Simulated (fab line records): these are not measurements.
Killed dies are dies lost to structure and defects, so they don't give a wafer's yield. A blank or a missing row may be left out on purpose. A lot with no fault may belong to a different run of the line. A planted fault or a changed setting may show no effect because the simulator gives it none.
Chamber matching | flow nandHarc | NHARC_P_GATE_ETCH_32 on rieSi-04 has 4 sister chambers
The step etches the open film in HBr/Cl2, target depth 150 nm, time 100.1 s. 20 wafers are shown with their chamber, then 10 later ones without.

== EACH WAFER AND ITS CHAMBER ==
wafer  | chamber | drypumpMotorCurrentA (A) | heBacksideLeakSccm (sccm) | oesProductAu (a.u.)
L074.1 | 2       | 6.0                      | 2.46                      | 1.021
L074.3 | 0       | 4.9                      | 2.33                      | 1.026
L074.6 | 1       | 5.1                      | 2.52                      | 1.020
L077.1 | 0       | 4.9                      | 2.54                      | 1.016
L077.5 | 3       | 5.6                      | 2.41                      | 0.985
L077.6 | 0       | 4.9                      | 2.38                      | 1.021
L078.1 | 2       | 6.0                      | 2.41                      | 1.012
L078.3 | 1       | 5.1                      | 2.42                      | 0.993
L078.5 | 0       | 4.9                      | 2.40                      | 1.018
L080.4 | 1       | 5.1                      | 2.29                      | 1.003
L080.5 | 1       | 5.1                      | 2.44                      | 1.012
L080.6 | 2       | 6.1                      | 2.78                      | 0.989
L082.1 | 1       | 5.1                      | 2.40                      | 1.004
L082.4 | 2       | 6.0                      | 2.68                      | 1.002
L082.5 | 0       | 4.9                      | 2.42                      | 0.993
L084.1 | 3       | 5.6                      | 2.38                      | 0.993
L084.5 | 2       | 6.0                      | 2.76                      | 0.999
L084.6 | 3       | 5.6                      | 2.43                      | 0.993
L087.1 | 3       | 5.6                      | 2.37                      | 0.995
L087.5 | 1       | 5.1                      | 2.50                      | 1.011

SIGNATURES (means of the wafers above)
reading              | chamber 0 | chamber 1 | chamber 2 | chamber 3 | scatter within a chamber
drypumpMotorCurrentA | 4.900     | 5.100     | 6.020     | 5.600     | 0.0224
heBacksideLeakSccm   | 2.4140    | 2.4283    | 2.6180    | 2.3975    | 0.106
oesProductAu         | 1.01480   | 1.00717   | 1.00460   | 0.99150   | 0.0104
Rule: distance of a wafer from a chamber = root of the sum over the readings of ((wafer's reading minus chamber's mean) / reading's scatter) squared. The wafer belongs to the nearest chamber; if the next one is less than 2 further off, it can't be placed. The scatter is the square root of a quotient: the sum, over the shown wafers, of each reading's squared deviation from its chamber's mean, divided by wafers minus chambers.

== WAFERS WITHOUT THEIR CHAMBER ==
wafer  | drypumpMotorCurrentA (A) | heBacksideLeakSccm (sccm) | oesProductAu (a.u.)
L087.6 | 4.9                      | 2.24                      | 1.002
L089.2 | 5.1                      | 2.48                      | 0.999
L089.4 | 4.9                      | 2.23                      | 0.998
L089.5 | 5.1                      | 2.47                      | 0.995
L091.1 | 6.0                      | 2.85                      | 1.003
L091.4 | 5.1                      | 2.41                      | 0.997
L091.5 | 6.0                      | 2.78                      | 1.006
L093.2 | 5.6                      | 2.38                      | 0.995
L093.4 | 4.9                      | 2.20                      | 0.994
L093.6 | 6.1                      | 2.68                      | 1.006

== WHICH CHAMBER EACH WENT THROUGH ==
wafer  | from the rows above | in truth
L087.6 | 0                   | 0
L089.2 | 1                   | 1
L089.4 | 0                   | 0
L089.5 | 1                   | 1
L091.1 | 2                   | 2
L091.4 | 1                   | 1
L091.5 | 2                   | 2
L093.2 | 3                   | 3
L093.4 | 0                   | 0
L093.6 | 2                   | 2
Correct placement for 10 of the 10. Not placeable from these rows: 0. Number placed wrongly: 0.
